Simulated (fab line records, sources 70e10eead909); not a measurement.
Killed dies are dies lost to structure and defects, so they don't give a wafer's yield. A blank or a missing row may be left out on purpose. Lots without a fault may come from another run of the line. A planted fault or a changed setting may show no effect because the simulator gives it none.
A struck lot beside a sound one | flow nand_harc | 17 steps out of a route of 1302
Sound: wafers L381.1, L381.4, L381.5. Struck: wafers L388.1, L388.5, L388.6. The cause comes at the end.
At each step with rows: each side's tool, then ch and its chambers, then its first start. Under that, the readings that differ: sound wafers | struck wafers | difference of the means | sigmas: that difference in standard deviations of wafers without a fault.
alike: readings whose means differ by less than 2 such deviations, and words and numbers that are the same on both sides. not compared: withheld readings, readings that some wafer has no value for, bounds like >300 that may hide the same value, and numbers for which the record gives no deviation and whose values overlap.
The two part at a step that has a row with sigmas, a row that says differs or no value, or rows on one side only. Numbers that don't overlap but have no deviation are shown without sigmas and don't part them. A reading that every wafer of one side lacks parts them only if that side has two wafers or more.

first, 2 steps without rows for these wafers: NHARC_P_STI_SRD_39; NHARC_P_STI_OXIDE_40 (material SiO2, target thk 10 nm, ox time 1362 s).
NHARC_P_STI_INSPECT_25:
  sound on defect_inspect-01, day 5 14:39; struck on defect_inspect-02, day 8 14:35
  alike: raw_defect_count
then, 9 steps without rows for these wafers: NHARC_P_GATE_ETCH_69 (etches SiO2 in dHF, target depth 14 nm); NHARC_P_GATE_PRECLEAN_70 (cleans in SC1); NHARC_P_GATE_SRD_01; NHARC_P_GATE_OXIDE_02 (material SiO2, target thk 37.5 nm, ox time 365 s); NHARC_P_GATE_DEHYDRATE_03 (time 120 s); NHARC_P_GATE_HMDS_04 (time 30 s); NHARC_P_GATE_COAT_05; NHARC_P_GATE_SOFTBAKE_06 (time 95 s); NHARC_P_GATE_EBR_07.
NHARC_P_GATE_EXPOSE_08: exposes mask P HV.
  sound on krf_scanner-03 ch 0, day 6 00:52; struck on krf_scanner-01 ch 0, day 8 23:08
  reading | sound                | struck                  | difference | sigmas
  mask    | P_HV#0 P_HV#0 P_HV#0 | P_PSD#0 P_PSD#0 P_PSD#0 | differs    |
  alike: exposure_dose_mJ_cm2
then, 2 steps without rows for these wafers: NHARC_P_GATE_PEB_09 (peb time 85 s); NHARC_P_GATE_DEVELOP_10 (time 70 s).
NHARC_P_GATE_CD_MEAS_11: target cd 1640 nm.
  sound on cd_sem-01 ch 0, day 6 01:01; struck on cd_sem-02 ch 0, day 8 23:17
  reading    | sound                | struck | difference                    | sigmas
  cd_nm (nm) | 1639.0 1641.1 1639.7 | - - -  | no value on the struck wafers |
then, 1 step without rows for these wafers: NHARC_P_GATE_HARDBAKE_12 (time 80 s).

WHERE THEY PART
First at NHARC_P_GATE_EXPOSE_08; last, within this record, at NHARC_P_GATE_CD_MEAS_11.

WHY: what the simulator had put in
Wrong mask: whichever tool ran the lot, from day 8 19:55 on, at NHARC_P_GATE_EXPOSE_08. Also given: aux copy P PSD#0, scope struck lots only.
